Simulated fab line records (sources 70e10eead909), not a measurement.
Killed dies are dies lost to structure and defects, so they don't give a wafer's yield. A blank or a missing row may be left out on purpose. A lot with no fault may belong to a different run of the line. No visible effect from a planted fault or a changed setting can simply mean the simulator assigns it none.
A struck lot beside a sound one / flow nand harc / 14 steps out of a route of 1159
Sound: wafers L219.1, L219.2, L219.5. Struck: wafers L208.1, L208.3, L208.4. The cause is named last.
Order at every step that has rows: each side's tool, ch and its chambers, its first start. Under that, the readings that differ: sound wafers / struck wafers / difference of the means / sigmas: that difference in standard deviations of wafers without a fault.
alike: same words and numbers on both sides, and readings whose means sit less than 2 such deviations apart. not compared: any withheld reading, any reading some wafer has no value for, any bound like >300 that may hide the same value, and any number with overlapping values for which the record gives no deviation.
The two part at a step that has a row with sigmas, a row that says differs or no value, or rows on one side only. Numbers that don't overlap but have no deviation are shown without sigmas and don't part them. A reading missing from all wafers of one side parts the sides only when that side holds two or more wafers.

first, 1 step without rows for these wafers: NHARC_P_ZERO_WELL_HARDBAKE_25 (time 80 s).
NHARC_P_ZERO_WELL_DESCUM_26: chemistry O2, time 3 s.
  sound on rie diel-02 ch 1,2, day 6 15:01; struck on rie diel-07 ch 0,1,3, day 3 20:42
  alike: drypump motor current A, mfc ar sccm, oes product au, rf vpp V, showerhead plenum p Torr, throttle valve pct
  not compared: rf hours counter h
then, 10 steps without rows for these wafers: NHARC_P_ZERO_WELL_IMPLANT_27; NHARC_P_ZERO_WELL_IMPLANT_57; NHARC_P_ZERO_WELL_IMPLANT_58; NHARC_P_ZERO_WELL_STRIP_28 (strips in SPM, time 840 s); NHARC_P_ZERO_WELL_DEHYDRATE_29 (time 120 s); NHARC_P_ZERO_WELL_HMDS_30 (time 30 s); NHARC_P_ZERO_WELL_COAT_31; NHARC_P_ZERO_WELL_SOFTBAKE_32 (time 95 s); NHARC_P_ZERO_WELL_EBR_33; NHARC_P_ZERO_WELL_EXPOSE_34 (exposes mask P PWELL, target cd 720 nm).
NHARC_P_ZERO_WELL_PEB_35: peb time 85 s.
  struck on litho track-02, day 3 22:05; sound on litho track-02 ch 0, day 6 16:23
  no value came back on the struck wafers for chill plate temp C (C), exhaust pa (Pa); on the sound wafers chill plate temp C (C) reads 22.92 22.99 22.92
then, 1 step without rows for these wafers: NHARC_P_ZERO_WELL_DEVELOP_36 (time 70 s).

WHERE THEY PART
At NHARC_P_ZERO_WELL_PEB_35 and nowhere else, as far as this record goes.

WHY: whatever the simulator had introduced
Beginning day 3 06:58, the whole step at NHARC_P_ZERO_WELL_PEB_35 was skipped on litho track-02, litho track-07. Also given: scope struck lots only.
